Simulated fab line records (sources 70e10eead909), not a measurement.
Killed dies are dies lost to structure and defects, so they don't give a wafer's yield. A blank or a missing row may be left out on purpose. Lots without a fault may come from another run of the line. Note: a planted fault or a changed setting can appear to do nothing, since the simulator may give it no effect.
Which tool is to blame? || flow nandHarc || Sampling: 7 lots, 21 wafers, 3 of 1159 route steps

== WHAT EACH GAUGE READ, for each wafer ==
NHARC_A_ONON_D1_THK_MEAS_21: measures by ellipsometry.
{"lot": "L864", "measured": "day 8 21:32", "on": "filmMetro-01", "thkNm (nm)": "1006 1005 1005"}
{"lot": "L866", "measured": "day 10 06:05", "on": "filmMetro-02", "thkNm (nm)": "914 990 989"}
{"lot": "L870", "measured": "day 11 05:37", "on": "filmMetro-01", "thkNm (nm)": "997 997 999"}
{"lot": "L875", "measured": "day 11 22:53", "on": "filmMetro-01", "thkNm (nm)": "974 975 976"}
{"lot": "L877", "measured": "day 12 17:04", "on": "filmMetro-01", "thkNm (nm)": "987 986 987"}
{"lot": "L878", "measured": "day 12 17:33", "on": "filmMetro-02", "thkNm (nm)": "987 986 986"}
{"lot": "L881", "measured": "day 13 02:43", "on": "filmMetro-01", "thkNm (nm)": "995 994 995"}

== WHICH TOOL RAN EACH LOT (tool, then ch and the chambers of the sampled wafers, then the start) ==
{"lot": "L864", "NHARC_P_BONDPAD_PVD_27": "pvdSputter-01, day 7 21:19 or earlier", "NHARC_A_ONON_D1_DEP_19": "pecvdOnon-03 ch 0, day 8 21:00"}
{"lot": "L866", "NHARC_P_BONDPAD_PVD_27": "pvdSputter-03, day 9 03:05 or earlier", "NHARC_A_ONON_D1_DEP_19": "pecvdOnon-02 ch 0, day 10 05:35"}
{"lot": "L870", "NHARC_P_BONDPAD_PVD_27": "pvdSputter-01, day 10 05:20 or earlier", "NHARC_A_ONON_D1_DEP_19": "pecvdOnon-03 ch 0, day 11 05:07"}
{"lot": "L875", "NHARC_P_BONDPAD_PVD_27": "pvdSputter-03, day 10 21:50 or earlier", "NHARC_A_ONON_D1_DEP_19": "pecvdOnon-03 ch 0, day 11 22:22"}
{"lot": "L877", "NHARC_P_BONDPAD_PVD_27": "pvdSputter-03, day 11 15:10 or earlier", "NHARC_A_ONON_D1_DEP_19": "pecvdOnon-01 ch 0, day 12 16:44"}
{"lot": "L878", "NHARC_P_BONDPAD_PVD_27": "pvdSputter-01, day 11 15:10 or earlier", "NHARC_A_ONON_D1_DEP_19": "pecvdOnon-02 ch 0, day 12 17:10"}
{"lot": "L881", "NHARC_P_BONDPAD_PVD_27": "pvdSputter-02, day 12 03:05 or earlier", "NHARC_A_ONON_D1_DEP_19": "pecvdOnon-02 ch 0, day 13 02:16"}
- NHARC_P_BONDPAD_PVD_27: deposits Cu, target thk 30 nm, time 20.49 s.
- NHARC_A_ONON_D1_DEP_19: target thk 1000 nm.

== THE ANSWER, worked out from the rows above alone ==
Rule: what is usual is taken from the lots themselves. The widest of any qualifying gaps counts: lots, ordered by their means at a reading, are off when they make up no more than a third of the lots, leave a main group of 4 or more, and stand apart from it by 3 or more times the standard deviation of that group's means. A main group whose means are all the same, to the digits that the tables above print for the reading, isn't used. Also off: a lot with no number at a reading for which 4 or more lots have one. Any other lot the step has rows for is counted as sound.
None of the lots is off at any reading shown; this tells nothing.

== WHAT HAD BEEN PUT IN BY THE SIMULATOR ==
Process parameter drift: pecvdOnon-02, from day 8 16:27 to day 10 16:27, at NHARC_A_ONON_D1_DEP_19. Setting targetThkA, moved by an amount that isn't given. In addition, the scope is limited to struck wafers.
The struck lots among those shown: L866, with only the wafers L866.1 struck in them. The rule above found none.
